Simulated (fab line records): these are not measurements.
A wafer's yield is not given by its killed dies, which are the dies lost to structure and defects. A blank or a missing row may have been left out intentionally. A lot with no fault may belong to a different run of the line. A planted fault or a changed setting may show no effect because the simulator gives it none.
Matching of chambers | flow n5_finfet | N5_BEOL_M3_STRIP_36 on rie_diel-05: 4 sister chambers
The step strips in N2/H2. 14 wafers are shown with their chamber, then 7 later ones without.

== EACH WAFER AND ITS CHAMBER ==
wafer  | chamber | drypump_motor_current_A (A) | showerhead_plenum_p_Torr (Torr) | throttle_valve_pct (%)
L074.1 | 2       | 5.3                         | 2.49                            | 23.56
L074.4 | 0       | 5.0                         | 2.65                            | 23.27
L074.6 | 1       | 6.0                         | 2.53                            | 23.08
L078.1 | 2       | 5.3                         | 2.49                            | 23.54
L078.4 | 1       | 6.1                         | 2.52                            | 23.05
L078.6 | 3       | 5.8                         | 2.65                            | 23.24
L082.1 | 0       | 5.1                         | 2.64                            | 23.31
L082.5 | 2       | 5.3                         | 2.48                            | 23.59
L082.6 | 3       | 5.8                         | 2.64                            | 23.22
L089.3 | 0       | 5.1                         | 2.64                            | 23.30
L089.4 | 1       | 6.0                         | 2.52                            | 23.09
L089.6 | 3       | 5.8                         | 2.64                            | 23.23
L092.2 | 0       | 5.1                         | 2.64                            | 23.32
L092.4 | 1       | 6.0                         | 2.51                            | 23.08

SIGNATURES (means of the wafers above)
reading                  | chamber 0 | chamber 1 | chamber 2 | chamber 3 | scatter within a chamber
drypump_motor_current_A  | 5.075     | 6.025     | 5.300     | 5.800     | 0.0387
showerhead_plenum_p_Torr | 2.6425    | 2.5200    | 2.4867    | 2.6433    | 0.00639
throttle_valve_pct       | 23.3000   | 23.0750   | 23.5633   | 23.2300   | 0.0194
Rule: a wafer's distance from a chamber is the root of the sum, over the readings, of the square of ((its reading less the chamber's mean) divided by the reading's scatter). If the next closest chamber is less than 2 further off than the closest, the wafer can't be placed; otherwise it belongs to the closest. The scatter is the square root of a quotient: the sum, over the shown wafers, of each reading's squared deviation from its chamber's mean, divided by wafers minus chambers.

== WAFERS MISSING THEIR CHAMBER ==
wafer  | drypump_motor_current_A (A) | showerhead_plenum_p_Torr (Torr) | throttle_valve_pct (%)
L092.5 | 6.0                         | 2.51                            | 23.08
L094.2 | 5.8                         | 2.64                            | 23.24
L094.4 | 6.0                         | 2.51                            | 23.12
L094.5 | 5.8                         | 2.64                            | 23.24
L096.2 | 5.3                         | 2.47                            | 23.63
L096.4 | 6.0                         | 2.51                            | 23.11
L096.6 | 6.0                         | 2.51                            | 23.08

== CHAMBER TAKEN BY EACH ==
wafer  | from the rows above | in truth
L092.5 | 1                   | 1
L094.2 | 3                   | 3
L094.4 | 1                   | 1
L094.5 | 3                   | 3
L096.2 | 2                   | 2
L096.4 | 1                   | 1
L096.6 | 1                   | 1
Correctly placed: 7 of 7. From these rows, 0 cannot be placed. Placed wrongly: 0.
